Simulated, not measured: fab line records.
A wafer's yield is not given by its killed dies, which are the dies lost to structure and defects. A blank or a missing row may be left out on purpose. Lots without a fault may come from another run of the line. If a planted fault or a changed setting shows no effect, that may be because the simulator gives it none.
Which tool did it?	flow n5Finfet	Sampling: 24 lots, 72 wafers, 6 of 1938 route steps

## WHAT EACH GAUGE READ, for each wafer
No reading from a measuring or inspecting step in the record can be judged against a usual standard deviation.

## EACH LOT AND THE TOOL THAT RAN IT (in order: tool; ch and the chambers of the sampled wafers; start)
lot	N5_BEOL_M3_STRIP_36	N5_BEOL_M3_STRIP_97	N5_BEOL_M3_ANNEAL_82	N5_BEOL_M3_ANNEAL_87	N5_BEOL_M3_CMP_52	N5_BEOL_M3_PRE_CLEAN_60
L074	rieDiel-06 ch 0,2,3, day 8 18:18	rieDiel-06 ch 0,2,3, day 8 21:01 or earlier	pvdSputter-03, day 8 21:01	pvdSputter-03, day 8 21:14	cmp-03 ch 0,3, day 8 23:02	cvdCo-02 ch 0,2, day 8 23:22
L075	rieDiel-06 ch 0,1,3, day 8 22:35	rieDiel-06 ch 0,1,3, day 9 00:25 or earlier	pvdSputter-02, day 9 00:25	pvdSputter-02, day 9 00:38	cmp-04 ch 0,2,3, day 9 02:28	cvdCo-01 ch 0, day 9 02:45
L076	rieDiel-03 ch 0,2,3, day 9 15:24	rieDiel-03 ch 0,2,3, day 9 16:53 or earlier	pvdSputter-01, day 9 16:53	pvdSputter-01, day 9 17:07	cmp-02 ch 0,2,3, day 9 18:38	cvdCo-01 ch 1,2, day 9 18:58
L077	rieDiel-03 ch 0,1, day 9 20:44	rieDiel-03 ch 0,1, day 9 22:52 or earlier	pvdSputter-03, day 9 22:52	pvdSputter-03, day 9 23:05	cmp-04 ch 0,1, day 10 00:36	cvdCo-01 ch 0,1,2, day 10 00:56
L080	rieDiel-02 ch 0,3, day 10 07:12	rieDiel-02 ch 0,3, day 10 09:43 or earlier	pvdSputter-01, day 10 09:43	pvdSputter-01, day 10 09:56	cmp-04 ch 2,3, day 10 11:27	cvdCo-01 ch 1,2, day 10 11:52
L081	rieDiel-02 ch 1,3, day 10 08:26	rieDiel-02 ch 1,3, day 10 11:50 or earlier	pvdSputter-01, day 10 11:50	pvdSputter-01, day 10 12:03	cmp-04 ch 1,3, day 10 13:36	cvdCo-02 ch 0,1,2, day 10 13:55
L079	rieDiel-03 ch 0,1,3, day 10 10:16	rieDiel-03 ch 0,1,3, day 10 12:16 or earlier	pvdSputter-03, day 10 12:16	pvdSputter-03, day 10 12:29	cmp-03 ch 0,1,3, day 10 13:59	cvdCo-01 ch 0,1, day 10 14:19
L078	rieDiel-06 ch 2,3, day 10 14:33	rieDiel-06 ch 0,1, day 10 18:24 or earlier	pvdSputter-03, day 10 18:24	pvdSputter-03, day 10 18:37	cmp-04 ch 1,2, day 10 20:08	cvdCo-02 ch 0,1,2, day 10 20:28
L083	rieDiel-06 ch 0,1,2, day 10 19:50	rieDiel-06 ch 0,1,2, day 10 23:26 or earlier	pvdSputter-03, day 10 23:26	pvdSputter-03, day 10 23:40	cmp-03 ch 0,1,2, day 11 01:10	cvdCo-02 ch 1,2, day 11 01:30
L082	rieDiel-02 ch 1,3, day 11 05:46	rieDiel-02 ch 1,3, day 11 07:31 or earlier	pvdSputter-03, day 11 07:31	pvdSputter-03, day 11 07:44	cmp-04 ch 1,2, day 11 09:16	cvdCo-02 ch 0,2, day 11 09:37
L084	rieDiel-06 ch 1,2,3, day 11 10:13	rieDiel-06 ch 1,2,3, day 11 12:40 or earlier	pvdSputter-02, day 11 12:40	pvdSputter-02, day 11 12:53	cmp-03 ch 0,2,3, day 11 14:44	cvdCo-01 ch 1,2, day 11 15:00
L085	rieDiel-03 ch 1,2,3, day 11 10:25	rieDiel-03 ch 1,2,3, day 11 12:47 or earlier	pvdSputter-01, day 11 12:47	pvdSputter-01, day 11 13:00	cmp-02 ch 1,2,3, day 11 14:34	cvdCo-02 ch 0,1,2, day 11 14:52
L086	rieDiel-02 ch 1,3, day 11 14:24	rieDiel-02 ch 1,3, day 11 15:59 or earlier	pvdSputter-01, day 11 15:59	pvdSputter-01, day 11 16:12	cmp-03 ch 0,2,3, day 11 17:49	cvdCo-02 ch 1,2, day 11 18:07
L088	rieDiel-06 ch 0,1,2, day 11 18:16	rieDiel-06 ch 0,1,2, day 11 20:37 or earlier	pvdSputter-03, day 11 20:37	pvdSputter-03, day 11 20:50	cmp-03 ch 1,2, day 11 22:34	cvdCo-02 ch 0,1,2, day 11 22:51
L089	rieDiel-06 ch 0,1, day 11 21:41	rieDiel-06 ch 0,1, day 12 01:04 or earlier	pvdSputter-02, day 12 01:04	pvdSputter-02, day 12 01:17	cmp-03 ch 1,3, day 12 02:48	cvdCo-01 ch 1,2, day 12 03:08
L087	rieDiel-06 ch 0,3, day 12 12:31	rieDiel-06 ch 0,3, day 12 14:27 or earlier	pvdSputter-01, day 12 14:27	pvdSputter-01, day 12 14:40	cmp-04 ch 0,1,3, day 12 16:41	cvdCo-01 ch 1,2, day 12 16:56
L091	rieDiel-02 ch 0,2,3, day 12 19:16	rieDiel-02 ch 0,2,3, day 12 21:14 or earlier	pvdSputter-03, day 12 21:14	pvdSputter-03, day 12 21:27	cmp-02 ch 0,1,2, day 12 23:03	cvdCo-01 ch 1,2, day 12 23:20
L090	rieDiel-03 ch 0,3, day 13 06:39	rieDiel-03 ch 0,3, day 13 10:32 or earlier	pvdSputter-01, day 13 10:32	pvdSputter-01, day 13 10:45	cmp-02 ch 1,2,3, day 13 12:17	cvdCo-01 ch 0,1,2, day 13 12:40
L093	rieDiel-03 ch 0,3, day 13 11:53	rieDiel-03 ch 0,3, day 13 15:40 or earlier	pvdSputter-01, day 13 15:40	pvdSputter-01, day 13 15:53	cmp-04 ch 0,1,2, day 13 17:28	cvdCo-02 ch 0,1,2, day 13 17:43
L092	rieDiel-06 ch 0,1,3, day 13 16:50	rieDiel-06 ch 0,1,3, day 13 18:41 or earlier	pvdSputter-03, day 13 18:41	pvdSputter-03, day 13 18:54	cmp-03 ch 0,1, day 13 20:25	cvdCo-02 ch 1,2, day 13 20:45
L094	rieDiel-02 ch 0,2,3, day 14 10:19	rieDiel-02 ch 0,2,3, day 14 12:25 or earlier	pvdSputter-01, day 14 12:25	pvdSputter-01, day 14 12:38	cmp-02 ch 1,2,3, day 14 14:11	cvdCo-02 ch 0,1,2, day 14 14:29
L097	rieDiel-02 ch 0,2,3, day 14 18:43	rieDiel-02 ch 0,2,3, day 14 21:18 or earlier	pvdSputter-01, day 14 21:18	pvdSputter-01, day 14 21:31	cmp-02 ch 1,2,3, day 14 23:05	cvdCo-01 ch 1,2, day 14 23:22
L095	rieDiel-03 ch 0,1,3, day 15 01:12	rieDiel-03 ch 0,1,3, day 15 03:46 or earlier	pvdSputter-01, day 15 03:46	pvdSputter-01, day 15 03:59	cmp-04 ch 1,2, day 15 06:51	cvdCo-01 ch 1, day 15 07:11
L096	rieDiel-03 ch 0,2,3, day 15 02:29	rieDiel-03 ch 0,2,3, day 15 04:10 or earlier	pvdSputter-03, day 15 04:10	pvdSputter-03, day 15 04:23	cmp-03 ch 0,1,3, day 15 07:40	cvdCo-01 ch 1,2, day 15 08:24
- N5_BEOL_M3_STRIP_36: strips in N2/H2.
- N5_BEOL_M3_STRIP_97: strips in N2/H2, time 10 s.
- N5_BEOL_M3_ANNEAL_82: time 240 s.
- N5_BEOL_M3_ANNEAL_87: time 240 s.
- N5_BEOL_M3_CMP_52: polishes, stops on SiOC, t overpolish 6.8 s, target thk 40 nm.
- N5_BEOL_M3_PRE_CLEAN_60: time 15 s.

## AS READ BY THE TOOLS THEMSELVES (means over the sampled wafers that have a number; for cases with no such wafer, the mark the record gives instead)
N5_BEOL_M3_STRIP_36.
lot	tool	drypumpMotorCurrentA (A)	oesProductAu (a.u.)	rfVppV (V)	showerheadPlenumPTorr (Torr)	throttleValvePct (%)
L074	rieDiel-06	5.6	0.87	58.8	2.53	23.1
L075	rieDiel-06	5.7	0.80	58.7	2.53	23.2
L076	rieDiel-03	5.8	0.86	61.2	2.66	23.5
L077	rieDiel-03	6.0	0.77	60.7	2.56	23.5
L080	rieDiel-02	5.8	0.69	59.7	2.56	24.2
L081	rieDiel-02	5.7	0.75	58.2	2.57	23.6
L079	rieDiel-03	5.7	0.80	59.3	2.62	23.7
L078	rieDiel-06	5.3	0.88	59.8	2.50	23.1
L083	rieDiel-06	5.7	0.77	58.4	2.57	23.2
L082	rieDiel-02	5.7	0.74	60.0	2.57	23.6
L084	rieDiel-06	5.4	0.80	58.3	2.55	23.3
L085	rieDiel-03	5.7	0.81	60.4	2.66	24.0
L086	rieDiel-02	5.6	0.76	60.0	2.51	23.6
L088	rieDiel-06	5.6	0.78	59.3	2.57	23.3
L089	rieDiel-06	6.0	0.74	59.2	2.55	23.2
L087	rieDiel-06	6.0	0.81	58.4	2.50	23.0
L091	rieDiel-02	5.7	0.82	58.8	2.48	23.8
L090	rieDiel-03	5.5	0.84	59.7	2.65	23.6
L093	rieDiel-03	5.9	0.81	59.2	2.59	23.3
L092	rieDiel-06	5.7	0.89	59.0	2.52	23.0
L094	rieDiel-02	5.8	0.80	59.0	2.48	23.8
L097	rieDiel-02	5.8	0.80	59.5	2.48	23.8
L095	rieDiel-03	5.7	0.85	58.6	2.60	23.6
L096	rieDiel-03	5.9	0.81	58.5	2.64	23.6

N5_BEOL_M3_STRIP_97.
lot	tool	drypumpMotorCurrentA (A)	oesProductAu (a.u.)	rfVppV (V)	showerheadPlenumPTorr (Torr)	throttleValvePct (%)
L074	rieDiel-06	5.6	0.88	59.1	2.53	23.1
L075	rieDiel-06	5.7	0.80	58.8	2.53	23.2
L076	rieDiel-03	5.9	0.87	59.8	2.66	23.5
L077	rieDiel-03	6.0	0.79	59.8	2.56	23.5
L080	rieDiel-02	5.8	0.69	58.7	2.56	24.2
L081	rieDiel-02	5.7	0.75	59.3	2.57	23.6
L079	rieDiel-03	5.7	0.80	59.7	2.62	23.7
L078	rieDiel-06	6.0	0.75	60.5	2.55	23.2
L083	rieDiel-06	5.6	0.78	59.4	2.57	23.3
L082	rieDiel-02	5.7	0.75	59.2	2.57	23.6
L084	rieDiel-06	5.4	0.81	59.0	2.55	23.3
L085	rieDiel-03	5.8	0.81	60.0	2.66	24.0
L086	rieDiel-02	5.6	0.76	59.7	2.51	23.6
L088	rieDiel-06	5.6	0.78	59.3	2.57	23.3
L089	rieDiel-06	6.0	0.75	59.3	2.54	23.2
L087	rieDiel-06	5.9	0.82	59.1	2.50	23.0
L091	rieDiel-02	5.8	0.82	59.0	2.48	23.8
L090	rieDiel-03	5.5	0.84	59.2	2.65	23.6
L093	rieDiel-03	5.8	0.80	59.9	2.59	23.4
L092	rieDiel-06	5.7	0.88	58.7	2.52	23.0
L094	rieDiel-02	5.8	0.80	59.4	2.48	23.8
L097	rieDiel-02	5.8	0.79	59.5	2.48	23.8
L095	rieDiel-03	5.7	0.87	59.7	2.60	23.6
L096	rieDiel-03	5.9	0.81	59.2	2.64	23.6

N5_BEOL_M3_ANNEAL_82.
lot	tool	heaterPowerW (W)
L074	pvdSputter-03	772
L075	pvdSputter-02	870
L076	pvdSputter-01	824
L077	pvdSputter-03	766
L080	pvdSputter-01	816
L081	pvdSputter-01	813
L079	pvdSputter-03	781
L078	pvdSputter-03	775
L083	pvdSputter-03	761
L082	pvdSputter-03	753
L084	pvdSputter-02	833
L085	pvdSputter-01	811
L086	pvdSputter-01	815
L088	pvdSputter-03	765
L089	pvdSputter-02	942
L087	pvdSputter-01	794
L091	pvdSputter-03	786
L090	pvdSputter-01	822
L093	pvdSputter-01	820
L092	pvdSputter-03	789
L094	pvdSputter-01	831
L097	pvdSputter-01	823
L095	pvdSputter-01	807
L096	pvdSputter-03	786

N5_BEOL_M3_ANNEAL_87.
lot	tool	heaterPowerW (W)
L074	pvdSputter-03	754
L075	pvdSputter-02	860
L076	pvdSputter-01	831
L077	pvdSputter-03	767
L080	pvdSputter-01	815
L081	pvdSputter-01	819
L079	pvdSputter-03	783
L078	pvdSputter-03	791
L083	pvdSputter-03	771
L082	pvdSputter-03	740
L084	pvdSputter-02	840
L085	pvdSputter-01	822
L086	pvdSputter-01	814
L088	pvdSputter-03	765
L089	pvdSputter-02	943
L087	pvdSputter-01	798
L091	pvdSputter-03	786
L090	pvdSputter-01	823
L093	pvdSputter-01	807
L092	pvdSputter-03	778
L094	pvdSputter-01	810
L097	pvdSputter-01	810
L095	pvdSputter-01	816
L096	pvdSputter-03	793

N5_BEOL_M3_CMP_52.
lot	tool	barrierFieldEndpointS (s)	headPressurePsi (psi)	motorCurrentA (A)	overpolishRunS (s)	slurryFilterDpKPa (kPa)	timeToEndpointS (s)
L074	cmp-03	26.0	1.0015	6.0	6.793	13.37	67
L075	cmp-04	25.7	0.9985	6.2	6.802	13.51	66
L076	cmp-02	24.9	1.0003	6.3	6.788	13.54	59
L077	cmp-04	24.8	0.9998	6.3	6.799	13.55	61
L080	cmp-04	24.8	1.0014	6.2	6.790	13.51	62
L081	cmp-04	24.7	1.0004	6.3	6.802	13.47	60
L079	cmp-03	25.4	0.9999	5.8	6.801	13.51	65
L078	cmp-04	23.3	1.0005	6.3	6.797	13.49	56
L083	cmp-03	25.7	1.0001	5.5	6.804	13.56	66
L082	cmp-04	22.8	1.0014	6.1	6.795	13.59	55
L084	cmp-03	25.8	1.0011	5.6	6.797	13.62	67
L085	cmp-02	24.5	1.0000	6.5	6.806	13.55	63
L086	cmp-03	25.0	0.9993	5.7	6.802	13.58	63
L088	cmp-03	24.2	0.9976	5.2	6.802	13.75	65
L089	cmp-03	25.0	0.9989	5.7	6.801	13.41	62
L087	cmp-04	24.0	0.9977	6.4	6.796	13.32	62
L091	cmp-02	24.9	0.9991	6.5	6.798	13.42	62
L090	cmp-02	24.4	1.0010	6.6	6.806	13.51	60
L093	cmp-04	24.1	1.0028	6.1	6.793	13.56	59
L092	cmp-03	25.7	1.0006	5.5	6.798	13.57	68
L094	cmp-02	24.5	0.9986	6.5	6.801	13.59	60
L097	cmp-02	23.8	0.9993	6.4	6.806	13.40	58
L095	cmp-04	24.1	0.9991	5.8	6.813	13.39	59
L096	cmp-03	26.1	1.0004	6.0	6.802	13.43	71

N5_BEOL_M3_PRE_CLEAN_60.
lot	tool	heaterPowerW (W)
L074	cvdCo-02	96
L075	cvdCo-01	64
L076	cvdCo-01	96
L077	cvdCo-01	83
L080	cvdCo-01	91
L081	cvdCo-02	110
L079	cvdCo-01	87
L078	cvdCo-02	111
L083	cvdCo-02	127
L082	cvdCo-02	106
L084	cvdCo-01	96
L085	cvdCo-02	113
L086	cvdCo-02	120
L088	cvdCo-02	114
L089	cvdCo-01	92
L087	cvdCo-01	93
L091	cvdCo-01	95
L090	cvdCo-01	83
L093	cvdCo-02	115
L092	cvdCo-02	120
L094	cvdCo-02	112
L097	cvdCo-01	97
L095	cvdCo-01	101
L096	cvdCo-01	92

## THE ANSWER, worked out from the rows above alone
Rule: usual is defined by the lots themselves. The widest of any qualifying gaps counts: lots, ordered by their means at a reading, are off when they make up no more than a third of the lots, leave a main group of 4 or more, and stand apart from it by 3 or more times the standard deviation of that group's means. If all means in a main group match to the digits the tables above print for the reading, that group is not used. Also off: a lot with no number at a reading for which 4 or more lots have one. All remaining lots with rows at the step are treated as sound. After the gauges, taken in route order, come the tools' own readings; for these a lot's mean is taken, as printed above. At the first step where some lot is off, the reading lying furthest off is the one used; lots without a number count as furthest.
No lot is off on any of the readings shown, so nothing can be concluded from this.

## WHAT WAS PUT IN BY THE SIMULATOR
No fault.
